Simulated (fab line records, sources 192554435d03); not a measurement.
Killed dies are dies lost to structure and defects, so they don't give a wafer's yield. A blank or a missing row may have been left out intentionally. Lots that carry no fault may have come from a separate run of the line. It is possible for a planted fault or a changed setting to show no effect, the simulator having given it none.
A struck lot beside a sound one :: flow n5-finfet :: 28 steps out of a route of 1938
Sound: the wafers L990.2, L990.4, L990.6. Struck: wafer L983.6 (left out: L983.4, L983.5 of the same lot, which were not struck); the cause appears at the end.
Each step with rows lists, per side, the tool, then ch with its chambers, then its first start. Under that, the readings that differ: sound wafers :: struck wafers :: difference of the means :: sigmas: that difference in standard deviations of wafers without a fault.
alike: a reading whose means differ by less than 2 such deviations, as well as words and numbers matching on both sides. not compared: withheld readings; readings where some wafer has no value; bounds like >300 that might hide an equal value; numbers whose values overlap and for which the record gives no deviation.
Wherever a step has rows on one side only, a row that says differs or no value, or a row with sigmas, the two part there. Non-overlapping numbers with no deviation appear without sigmas and do not part them. A reading that every wafer of one side lacks parts them only if that side has two wafers or more.

first, 9 steps without rows for these wafers: N5_MIM_BOT_LITHO_COAT_02; N5_MIM_BOT_LITHO_EBR_04; N5_MIM_BOT_LITHO_SOFTBAKE_03 (time 90 s); N5_MIM_BOT_LITHO_EXPOSE_05 (exposes mask MIM BOT); N5_MIM_BOT_LITHO_PEB_06; N5_MIM_BOT_LITHO_DEVELOP_07 (develop time 60 s); N5_MIM_BOT_LITHO_HARDBAKE_09 (time 120 s); N5_MIM_BOT_LITHO_DESCUM_10 (chemistry O2, time 7.9 s); N5_MIM_BOT_ETCH_ETCH_04 (etches SiNx in CF4/O2, target depth 26 nm, time 13 s).
N5_MIM_BOT_ETCH_ETCH_03: etches the open film in Cl2/BCl3, target depth 12 nm.
  sound on rie-metal-01 ch 0, day 19 02:53; struck on rie-metal-01 ch 0, day 15 07:29
  alike: drypump-motor-current-A, oes-product-au, throttle-valve-pct
  not compared: rf-hours-counter-h
then, 15 steps without rows for these wafers: N5_MIM_BOT_ETCH_ETCH_00 (etches TiN in Cl2/BCl3, target depth 45.5 nm); N5_MIM_BOT_ETCH_STRIP_01 (strips in O2); N5_MIM_BOT_ETCH_STRIP_02 (strips in post etch residue remover, time 1200 s); N5_MIM_BOT_ETCH_CLEAN_05 (cleans in IPA, time 180 s); N5_MIM_BOT_ETCH_SRD_06 (time 30 s); N5_PASSIVATION_PECVD_55 (deposits SiO2 from SiH4/N2O, target thk 400 nm, time 22.5 s); N5_PASSIVATION_PECVD_01 (deposits SiNx from SiH4/NH3/N2, target thk 200 nm, time 43.2 s); N5_PASSIVATION_HMDS_03 (time 60 s); N5_PASSIVATION_COAT_04; N5_PASSIVATION_EBR_06; N5_PASSIVATION_SOFTBAKE_05 (time 90 s); N5_PASSIVATION_EXPOSE_07 (exposes mask TV, defocus 0 nm, target cd 3000 nm); N5_PASSIVATION_PEB_08; N5_PASSIVATION_DEVELOP_09 (develop time 60 s); N5_PASSIVATION_HARDBAKE_11 (time 120 s).
N5_PASSIVATION_INSPECT_61: inspects for defects (macro).
  sound on defect-inspect-02, day 19 04:26; struck on defect-inspect-01, day 15 11:37
reading: raw-defect-count
sound: 5 3 4
struck: >300
difference: differs
sigmas: 
then, 1 step without rows for these wafers: N5_PASSIVATION_DESCUM_12 (chemistry O2, time 7.9 s).
N5_PASSIVATION_PROBE_49:
  only the struck wafers here have rows in the record (prober-02, day 15 20:36); the sound ones have none

## WHERE THEY PART
First at N5_PASSIVATION_INSPECT_61; last, within this record, at N5_PASSIVATION_PROBE_49.

WHY: the cause the simulator had injected
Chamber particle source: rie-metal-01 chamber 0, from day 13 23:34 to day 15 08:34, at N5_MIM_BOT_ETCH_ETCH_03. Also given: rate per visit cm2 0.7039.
